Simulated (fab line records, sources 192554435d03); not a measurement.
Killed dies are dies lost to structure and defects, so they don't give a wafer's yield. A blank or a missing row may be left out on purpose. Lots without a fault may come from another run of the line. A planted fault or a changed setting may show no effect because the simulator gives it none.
Which tool did it? | flow n5_finfet | 12 lots, 36 wafers sampled, at 3 steps of a route of 1938

WHAT THE GAUGES READ, wafer by wafer
N5_BEOL_M7_INSPECT_13: inspects for defects (brightfield).
lot  | measured     | on                | raw_defect_count
L075 | day 9 04:34  | defect_inspect-01 | 255 291 293
L077 | day 10 06:35 | defect_inspect-01 | 282 448 411
L079 | day 10 09:47 | defect_inspect-01 | 490 553 445
L081 | day 10 21:26 | defect_inspect-02 | 429 370 392
L082 | day 11 06:36 | defect_inspect-01 | 446 374 439
L085 | day 11 14:35 | defect_inspect-02 | 419 510 471
L087 | day 12 11:16 | defect_inspect-02 | 400 313 320
L089 | day 12 15:19 | defect_inspect-02 | 460 406 376
L090 | day 13 00:29 | defect_inspect-01 | 424 292 401
L093 | day 13 21:29 | defect_inspect-01 | 527 278 261
L094 | day 14 20:31 | defect_inspect-02 | 291 249 424
L097 | day 15 04:08 | defect_inspect-01 | 338 419 288

WHICH TOOL RAN EACH LOT (tool, then ch and the chambers of the sampled wafers, then the start)
lot  | N5_BEOL_M6_TRENCH_ETCH_37                     | N5_BEOL_M7_HM_DEP_02
L075 | rie_diel-06 ch 2,3, day 9 04:01 or earlier    | pvd_sputter-03, day 9 04:01
L077 | rie_diel-01 ch 0,1,2, day 10 06:02 or earlier | pvd_sputter-01, day 10 06:02
L079 | rie_diel-05 ch 0,3, day 10 09:14 or earlier   | pvd_sputter-02, day 10 09:14
L081 | rie_diel-01 ch 1,2, day 10 20:43 or earlier   | pvd_sputter-03, day 10 20:43
L082 | rie_diel-06 ch 1,3, day 11 06:03 or earlier   | pvd_sputter-02, day 11 06:03
L085 | rie_diel-06 ch 0,2,3, day 11 14:01 or earlier | pvd_sputter-03, day 11 14:01
L087 | rie_diel-05 ch 1,3, day 12 10:43 or earlier   | pvd_sputter-03, day 12 10:43
L089 | rie_diel-06 ch 1,2, day 12 14:45 or earlier   | pvd_sputter-02, day 12 14:45
L090 | rie_diel-01 ch 0,3, day 12 23:55 or earlier   | pvd_sputter-02, day 12 23:55
L093 | rie_diel-06 ch 0,3, day 13 20:55 or earlier   | pvd_sputter-02, day 13 20:55
L094 | rie_diel-05 ch 0,3, day 14 19:58 or earlier   | pvd_sputter-02, day 14 19:58
L097 | rie_diel-01 ch 0,2,3, day 15 03:35 or earlier | pvd_sputter-02, day 15 03:35
- N5_BEOL_M6_TRENCH_ETCH_37: etches SiCOH lowk in C4F6/O2, target depth 94.435 nm, time 31.5 s.
- N5_BEOL_M7_HM_DEP_02: deposits TiN, target thk 20 nm.

THE ANSWER, worked out from the rows above alone
Rule: what is usual is taken from the lots themselves. Put in order of their means at a reading, lots are off if they are a third of the lots or fewer, leave a main group of 4 or more, and stand apart from it by a gap of 3 or more times the standard deviation of the main group's means; of several such gaps the widest counts. A main group whose means are all the same, to the digits that the tables above print for the reading, isn't used. A lot without any number at a reading at which 4 lots or more have one is off too. The other lots that the step has rows for count as sound.
No lot is off at any reading shown: from this, nothing can be told.

WHAT THE SIMULATOR HAD PUT IN
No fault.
